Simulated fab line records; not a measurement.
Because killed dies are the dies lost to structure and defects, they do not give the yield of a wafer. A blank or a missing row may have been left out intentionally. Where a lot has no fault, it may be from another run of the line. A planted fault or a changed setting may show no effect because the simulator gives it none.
The tool behind it: which one? + flow n5_finfet + 40 wafers from 14 lots sampled at 6 of the route's 1938 steps

## WHAT THE GAUGES SHOWED, per wafer
N5_BEOL_M3_THK_MEAS_01.
| lot  | measured     | on            | M3_ILD_THK (nm) |
|------|--------------|---------------|-----------------|
| L117 | day 7 03:11  | film_metro-02 | 79.8 80.5 81.5  |
| L118 | day 7 13:22  | film_metro-01 | 80.7 79.4 80.6  |
| L119 | day 8 08:42  | film_metro-02 | 79.2 81.4 79.5  |
| L120 | day 8 08:57  | film_metro-01 | 78.5 79.6 80.3  |
| L121 | day 8 10:52  | film_metro-02 | 78.5 78.0 79.8  |
| L123 | day 8 11:33  | film_metro-01 | 78.7 79.3 79.6  |
| L122 | day 8 16:59  | film_metro-02 | 79.2 80.8 79.4  |
| L125 | day 9 08:04  | film_metro-02 | 78.3 79.3 79.4  |
| L126 | day 9 08:08  | film_metro-02 | 77.8 78.2 78.8  |
| L128 | day 10 19:02 | film_metro-02 | 79.4 79.4 80.2  |
| L131 | day 10 19:40 | film_metro-02 | 45.8 80.4       |
| L137 | day 12 18:55 | film_metro-02 | 46.6 79.4       |
| L138 | day 12 20:34 | film_metro-01 | 78.9 78.0 80.1  |
| L139 | day 13 02:46 | film_metro-01 | 80.0 80.3 80.3  |

N5_BEOL_M4_RC_MEAS_101.
| lot  | measured     | on        | DIBL_N (mV/V)  | DIBL_P (mV/V)  | IOFF_N (nA/um) | IOFF_P (nA/um) | ION_N (uA/um) | ION_P (uA/um) | SS_N (mV/dec)  | SS_P (mV/dec)  | VT_N (mV)   | VT_P (mV)      |
|------|--------------|-----------|----------------|----------------|----------------|----------------|---------------|---------------|----------------|----------------|-------------|----------------|
| L117 | day 8 08:36  | prober-01 | 36.6 34.4 35.2 | 36.7 35.1 36.2 | 0.16 0.12 0.14 | 0.23 0.21 0.23 | 671 640 667   | 469 456 472   | 71.6 70.6 70.9 | 73.5 73.6 73.5 | 250 257 253 | -248 -249 -249 |
| L118 | day 8 16:59  | prober-02 | 32.8 33.6 32.4 | 33.2 34.1 32.9 | 0.11 0.11 0.10 | 0.14 0.14 0.13 | 650 640 651   | 452 435 444   | 70.8 70.8 70.5 | 72.9 73.1 72.6 | 255 259 258 | -258 -259 -258 |
| L119 | day 9 05:14  | prober-02 | 35.8 37.4 35.5 | 35.0 36.8 34.3 | 0.13 0.16 0.13 | 0.18 0.22 0.18 | 661 669 669   | 453 462 459   | 71.1 72.1 71.0 | 72.7 73.6 73.0 | 251 252 252 | -252 -250 -251 |
| L120 | day 9 12:59  | prober-01 | 37.3 36.3 36.6 | 37.0 33.6 35.0 | 0.16 0.15 0.14 | 0.24 0.19 0.21 | 672 658 661   | 469 450 461   | 71.5 72.1 72.0 | 73.0 73.0 73.7 | 253 252 251 | -246 -252 -251 |
| L121 | day 9 11:07  | prober-01 | 35.0 32.6 31.7 | 36.6 33.3 31.5 | 0.16 0.12 0.10 | 0.20 0.16 0.14 | 679 660 651   | 461 455 448   | 71.9 71.3 71.0 | 73.5 72.5 72.5 | 250 253 256 | -252 -255 -254 |
| L123 | day 9 11:01  | prober-02 | 35.9 33.1 36.3 | 36.7 32.7 36.9 | 0.16 0.11 0.17 | 0.22 0.16 0.22 | 684 657 678   | 462 456 460   | 70.7 70.2 71.2 | 73.4 71.7 73.2 | 248 252 247 | -252 -254 -248 |
| L122 | day 9 12:15  | prober-02 | 35.1 37.4 38.2 | 36.0 37.4 37.8 | 0.15 0.18 0.18 | 0.20 0.23 0.24 | 675 683 668   | 460 466 467   | 71.0 71.9 73.1 | 73.3 74.1 73.8 | 249 248 248 | -250 -251 -249 |
| L125 | day 10 04:37 | prober-02 | 37.3 40.0 34.2 | 35.6 39.7 33.6 | 0.15 0.20 0.11 | 0.20 0.27 0.18 | 661 683 652   | 455 464 455   | 72.2 73.4 71.5 | 73.8 73.9 72.0 | 252 248 255 | -250 -249 -252 |
| L126 | day 10 09:46 | prober-01 | 35.1 33.3 36.9 | 35.3 33.8 37.2 | 0.13 0.11 0.16 | 0.17 0.15 0.20 | 665 658 675   | 456 457 459   | 70.7 70.6 72.0 | 72.8 73.1 73.7 | 253 255 251 | -254 -257 -251 |
| L128 | day 11 13:04 | prober-01 | 38.2 34.0 36.5 | 38.1 32.7 35.6 | 0.20 0.13 0.17 | 0.28 0.19 0.24 | 686 665 675   | 473 461 469   | 71.8 70.9 70.3 | 74.0 72.1 73.5 | 245 251 250 | -246 -249 -246 |
| L131 | day 11 16:28 | prober-01 | 38.1           | 38.9           | 0.21           | 0.25           | 670           | 463           | 72.7           | 72.8           | 247         | -244           |
| L137 | day 13 22:35 | prober-02 | 37.0           | 39.4           | 0.16           | 0.22           | 662           | 451           | 71.6           | 73.5           | 249         | -250           |
| L138 | day 13 22:01 | prober-01 | 38.1 37.9 35.8 | 39.6 38.2 37.0 | 0.19 0.18 0.15 | 0.26 0.23 0.20 | 677 696 674   | 462 474 464   | 72.5 72.1 71.2 | 74.5 74.2 74.0 | 246 249 251 | -246 -248 -251 |
| L139 | day 14 01:53 | prober-02 | 34.6 36.8 36.9 | 33.6 35.7 35.7 | 0.13 0.17 0.16 | 0.20 0.23 0.23 | 674 690 682   | 473 475 473   | 70.6 71.4 71.3 | 72.7 73.0 72.5 | 250 249 253 | -251 -247 -247 |

## TOOL THAT RAN EACH LOT (tool first, then ch and the chambers of the sampled wafers, then the start)
| lot  | N5_BEOL_M2_SPUTTER_86        | N5_BEOL_M2_SPUTTER_96        | N5_BEOL_M3_ILD_DEP_00           | N5_BEOL_M3_HM_DEP_02         |
|------|------------------------------|------------------------------|---------------------------------|------------------------------|
| L117 | pvd_sputter-03, day 7 00:37  | pvd_sputter-03, day 7 01:43  | pecvd-02 ch 0,1,2, day 7 03:07  | pvd_sputter-02, day 7 03:44  |
| L118 | pvd_sputter-01, day 7 11:05  | pvd_sputter-01, day 7 12:11  | pecvd-02 ch 0,2, day 7 13:19    | pvd_sputter-03, day 7 17:33  |
| L119 | pvd_sputter-01, day 8 06:25  | pvd_sputter-01, day 8 07:31  | pecvd-02 ch 0,1,2, day 8 08:38  | pvd_sputter-01, day 8 11:22  |
| L120 | pvd_sputter-02, day 8 06:34  | pvd_sputter-02, day 8 07:40  | pecvd-04 ch 0,1,2, day 8 08:53  | pvd_sputter-01, day 8 11:28  |
| L121 | pvd_sputter-02, day 8 08:30  | pvd_sputter-02, day 8 09:36  | pecvd-04 ch 0,2, day 8 10:48    | pvd_sputter-01, day 8 12:10  |
| L123 | pvd_sputter-01, day 8 09:16  | pvd_sputter-01, day 8 10:22  | pecvd-03 ch 0,1, day 8 11:29    | pvd_sputter-01, day 8 12:16  |
| L122 | pvd_sputter-01, day 8 14:40  | pvd_sputter-01, day 8 15:46  | pecvd-02 ch 0,2, day 8 16:55    | pvd_sputter-02, day 8 17:46  |
| L125 | pvd_sputter-03, day 9 05:44  | pvd_sputter-03, day 9 06:50  | pecvd-02 ch 0,1, day 9 08:01    | pvd_sputter-01, day 9 10:01  |
| L126 | pvd_sputter-02, day 9 05:52  | pvd_sputter-02, day 9 06:58  | pecvd-04 ch 0,1,2, day 9 08:04  | pvd_sputter-01, day 9 10:07  |
| L128 | pvd_sputter-02, day 10 15:50 | pvd_sputter-02, day 10 16:56 | pecvd-03 ch 0,2, day 10 18:58   | pvd_sputter-02, day 10 21:29 |
| L131 | pvd_sputter-03, day 10 16:26 | pvd_sputter-03, day 10 17:32 | pecvd-03 ch 0,1, day 10 19:35   | pvd_sputter-03, day 10 21:33 |
| L137 | pvd_sputter-03, day 12 16:38 | pvd_sputter-03, day 12 17:44 | pecvd-03 ch 0,1, day 12 18:51   | pvd_sputter-03, day 12 19:22 |
| L138 | pvd_sputter-02, day 12 18:17 | pvd_sputter-02, day 12 19:23 | pecvd-04 ch 0,1,2, day 12 20:30 | pvd_sputter-03, day 12 21:53 |
| L139 | pvd_sputter-01, day 13 00:29 | pvd_sputter-01, day 13 01:35 | pecvd-02 ch 1,2, day 13 02:41   | pvd_sputter-03, day 13 03:27 |
- N5_BEOL_M2_SPUTTER_86: material Cu, target thk 4.5 nm, time 8.29 s.
- N5_BEOL_M2_SPUTTER_96: material Cu, target thk 4.5 nm, time 8.29 s.
- N5_BEOL_M3_ILD_DEP_00: deposits SiOC from DEMS/O2, target thk 79 nm, time 15.3 s.
- N5_BEOL_M3_HM_DEP_02: deposits TiN, target thk 20 nm.

## AS READ BY THE TOOLS THEMSELVES (means over the sampled wafers that have a number; for cases with no such wafer, the mark the record gives instead)
N5_BEOL_M2_SPUTTER_86.
| lot  | tool           | throttle_valve_pct (%) |
|------|----------------|------------------------|
| L117 | pvd_sputter-03 | 30.3                   |
| L118 | pvd_sputter-01 | 31.1                   |
| L119 | pvd_sputter-01 | 30.2                   |
| L120 | pvd_sputter-02 | 30.6                   |
| L121 | pvd_sputter-02 | 30.4                   |
| L123 | pvd_sputter-01 | 31.4                   |
| L122 | pvd_sputter-01 | 31.5                   |
| L125 | pvd_sputter-03 | 29.3                   |
| L126 | pvd_sputter-02 | 30.2                   |
| L128 | pvd_sputter-02 | 30.2                   |
| L131 | pvd_sputter-03 | 29.6                   |
| L137 | pvd_sputter-03 | 29.5                   |
| L138 | pvd_sputter-02 | 30.6                   |
| L139 | pvd_sputter-01 | 31.5                   |

N5_BEOL_M2_SPUTTER_96.
| lot  | tool           | throttle_valve_pct (%) |
|------|----------------|------------------------|
| L117 | pvd_sputter-03 | 30.1                   |
| L118 | pvd_sputter-01 | 30.9                   |
| L119 | pvd_sputter-01 | 30.2                   |
| L120 | pvd_sputter-02 | 30.6                   |
| L121 | pvd_sputter-02 | 30.3                   |
| L123 | pvd_sputter-01 | 31.4                   |
| L122 | pvd_sputter-01 | 31.5                   |
| L125 | pvd_sputter-03 | 29.2                   |
| L126 | pvd_sputter-02 | 30.1                   |
| L128 | pvd_sputter-02 | 30.3                   |
| L131 | pvd_sputter-03 | 29.6                   |
| L137 | pvd_sputter-03 | 29.6                   |
| L138 | pvd_sputter-02 | 30.8                   |
| L139 | pvd_sputter-01 | 31.5                   |

N5_BEOL_M3_ILD_DEP_00.
| lot  | tool     | heater_power_w (W) | showerhead_plenum_p_Torr (Torr) | throttle_valve_pct (%) |
|------|----------|--------------------|---------------------------------|------------------------|
| L117 | pecvd-02 | 498                | 5.691                           | 11.7                   |
| L118 | pecvd-02 | 540                | 5.699                           | 11.5                   |
| L119 | pecvd-02 | 492                | 5.704                           | 11.9                   |
| L120 | pecvd-04 | 434                | 5.701                           | 12.8                   |
| L121 | pecvd-04 | 349                | 5.695                           | 12.7                   |
| L123 | pecvd-03 | 468                | 5.724                           | 11.5                   |
| L122 | pecvd-02 | 514                | 5.687                           | 11.9                   |
| L125 | pecvd-02 | 554                | 5.690                           | 11.8                   |
| L126 | pecvd-04 | 436                | 5.699                           | 12.6                   |
| L128 | pecvd-03 | 501                | 5.698                           | 11.9                   |
| L131 | pecvd-03 | 520                | 5.700                           | 11.6                   |
| L137 | pecvd-03 | 465                | 5.694                           | 11.8                   |
| L138 | pecvd-04 | 426                | 5.704                           | 12.5                   |
| L139 | pecvd-02 | 464                | 5.708                           | 11.7                   |

N5_BEOL_M3_HM_DEP_02.
| lot  | tool           | throttle_valve_pct (%) |
|------|----------------|------------------------|
| L117 | pvd_sputter-02 | 30.3                   |
| L118 | pvd_sputter-03 | 28.8                   |
| L119 | pvd_sputter-01 | 30.8                   |
| L120 | pvd_sputter-01 | 31.0                   |
| L121 | pvd_sputter-01 | 31.6                   |
| L123 | pvd_sputter-01 | 31.1                   |
| L122 | pvd_sputter-02 | 30.7                   |
| L125 | pvd_sputter-01 | 31.1                   |
| L126 | pvd_sputter-01 | 31.4                   |
| L128 | pvd_sputter-02 | 30.7                   |
| L131 | pvd_sputter-03 | 30.1                   |
| L137 | pvd_sputter-03 | 30.0                   |
| L138 | pvd_sputter-03 | 30.2                   |
| L139 | pvd_sputter-03 | 30.2                   |

## THE ANSWER, worked out from the rows above alone
Rule: the lots themselves supply what counts as usual. The widest of any qualifying gaps counts: lots, ordered by their means at a reading, are off when they make up no more than a third of the lots, leave a main group of 4 or more, and stand apart from it by 3 or more times the standard deviation of that group's means. A main group is skipped when, at the precision printed for the reading in the tables above, its means are all equal. Also off: a lot with no number at a reading for which 4 or more lots have one. Where the step has rows for the other lots, those lots are counted as sound. The gauges are gone through in route order, then the tools' own readings, and for those a lot's mean is taken as printed above. At the first step where some lot is off, the reading lying furthest off is the one used; lots without a number count as furthest.
Off: at N5_BEOL_M3_THK_MEAS_01 (M3_ILD_THK), L131, L137. The main group: mean 79.5 nm, standard deviation 0.66.
If a tool, at a process step before that reading, ran all the lots that are off and no sound lot after the first of them, it fits. Those tools and the gauges at N5_BEOL_M3_THK_MEAS_01 are tried in the same way. Can't be told from this: 3 tools fit, pvd_sputter-03 at N5_BEOL_M2_SPUTTER_86 and N5_BEOL_M2_SPUTTER_96, pecvd-03 at N5_BEOL_M3_ILD_DEP_00, film_metro-02 at N5_BEOL_M3_THK_MEAS_01.

## WHAT WAS PUT IN BY THE SIMULATOR
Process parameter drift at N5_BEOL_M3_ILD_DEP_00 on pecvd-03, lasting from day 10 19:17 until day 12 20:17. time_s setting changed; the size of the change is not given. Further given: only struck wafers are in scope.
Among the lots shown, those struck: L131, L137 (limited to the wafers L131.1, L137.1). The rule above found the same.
